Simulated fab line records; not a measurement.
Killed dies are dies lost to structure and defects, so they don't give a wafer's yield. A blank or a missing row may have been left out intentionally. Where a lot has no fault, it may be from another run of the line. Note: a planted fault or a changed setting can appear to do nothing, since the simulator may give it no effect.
Code-filled problem report in 8D (eight disciplines) form -- flow nand_harc -- the parts of the form that need people (team, actions taken, sign-off) are left out

1. WHAT IS WRONG
Mean of killed_at_periphery at NHARC_END_SORT_01: 59.3 across 6 wafers in 2 lots; on wafers with no fault it is 4.0 (standard deviation 2.8). Measured from the usual mean, that is +20 standard deviations.
Seen first at day 31 23:53 on prober-01, wafer L911.1. Wafers with a number at this step in the record: 6, from 2 lots. Rule for "out", or "out of limits": more than 4 standard deviations from the usual mean. Any other wafer with a number is counted as sound.

2. WHAT IT IS, WHAT IT ISN'T
question,is,is not
which readings at this step,killed_at_periphery,"killed_at_array, killed_at_other, killed_short"
which lots,"L911, L914",-
which wafers of those lots,all that have a number,-
read on which gauges,"prober-01, prober-02",-
when,from day 31 23:53,up to then (0 sound wafers)

3. WHAT RULES OUT EACH SUSPECT
Counting: a tool at a process step up to the reading stays a suspect if it ran every lot that is out and no sound lot after the first of them.
- the gauge at NHARC_END_SORT_01: ruled out. 2 gauges (prober-01, prober-02) read the wafers that are out.
- rie_diel-03 at NHARC_P_M1_ETCH_28 (etches the open film in CF4/N2, target depth 30 nm, time 72.99 s): kept. It ran every lot that is out, first L911 (day 14 00:49), and no sound lot after that.
After counting, what remains is rie_diel-03 at NHARC_P_M1_ETCH_28.

4. THE CAUSE (what the simulator had put in)
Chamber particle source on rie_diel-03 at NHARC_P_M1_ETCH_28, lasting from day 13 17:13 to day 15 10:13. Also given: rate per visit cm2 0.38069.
This tool alone remained once counting was done.

5. THE CHAIN OF EFFECTS, in route order
Each row: a reading where the mean over the struck wafers with a number is more than 3 standard deviations away from the usual. Scope: only readings with a usual standard deviation given in the record; hours: median across lots of the time from each lot's start at the first step in this table that gives one to its start at this step; sigmas: change in usual standard deviations.
hours,step,reading,usual,on struck wafers,change,sigmas
0,NHARC_END_SORT_01,defect_limited_yield,91.0 %,82.4,-8.6,-3.3
0,NHARC_END_SORT_01,killed_at_periphery,4.0,59.3,+55.3,+20
0,NHARC_END_SORT_01,killed_dies,61,119,+58,+3.2

6. HOW IT WOULD HAVE BEEN CAUGHT EARLIER
439 hours passed between the start of the fault at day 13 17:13 and the first reading out of limits at a measuring or inspecting step in this record, taken at day 31 23:53.
An alarm limit of 4 standard deviations would not have fired on the tool readings at NHARC_P_M1_ETCH_28 for which the record gives a usual standard deviation, since none of them was out on any struck wafer.
Each of the lots that are out, 2 in all, had begun NHARC_P_M1_ETCH_28 on rie_diel-03 no later than day 31 23:53. Had the tool been put on hold then, not one of them would have been saved.
